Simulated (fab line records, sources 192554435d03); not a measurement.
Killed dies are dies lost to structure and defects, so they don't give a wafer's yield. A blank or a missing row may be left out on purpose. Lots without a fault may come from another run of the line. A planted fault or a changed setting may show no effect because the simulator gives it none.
Chamber matching | flow n5_finfet | N5_BEOL_M13_DESCUM_15 on rie_diel-04: 4 sister chambers
The step chemistry O2, time 7.9 s. 4 wafers are shown with their chamber, then 12 later ones without.

WAFERS WITH THEIR CHAMBER
wafer  | chamber | throttle_valve_pct (%)
L086.4 | 1       | 20.37
L092.4 | 2       | 20.36
L092.5 | 0       | 20.09
L092.6 | 3       | 20.82

WAFERS WITHOUT THEIR CHAMBER
wafer  | throttle_valve_pct (%)
L093.1 | 20.09
L093.2 | 20.35
L093.3 | 20.41
L093.4 | 20.82
L093.5 | 20.41
L093.6 | 20.12
L094.1 | 20.82
L094.2 | 20.36
L094.3 | 20.10
L094.4 | 20.41
L094.5 | 20.36
L094.6 | 20.42

WHICH CHAMBER EACH WENT THROUGH
wafer  | from the rows above     | in truth
L093.1 | 0                       | 0
L093.2 | can't be placed: 2 or 1 | 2
L093.3 | can't be placed: 1 or 2 | 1
L093.4 | 3                       | 3
L093.5 | can't be placed: 1 or 2 | 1
L093.6 | 0                       | 0
L094.1 | 3                       | 3
L094.2 | can't be placed: 2 or 1 | 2
L094.3 | 0                       | 0
L094.4 | can't be placed: 1 or 2 | 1
L094.5 | can't be placed: 2 or 1 | 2
L094.6 | can't be placed: 1 or 2 | 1
Placed correctly: 5 of 12. Can't be placed from these rows: 7 (the true chamber is among the candidates in 7). Placed wrongly: 0.
How it was worked out, from the rows above alone: a wafer's distance from a chamber is the root of the sum, over the readings, of the square of ((its reading less the chamber's mean) divided by the reading's scatter). The wafer belongs to the nearest chamber; if the next one is less than 2 further off, it can't be placed. A chamber's mean is the mean of its shown wafers. The scatter: with one shown wafer a chamber, the root of the mean of the squares of how far each hidden wafer lies from its nearest shown one.
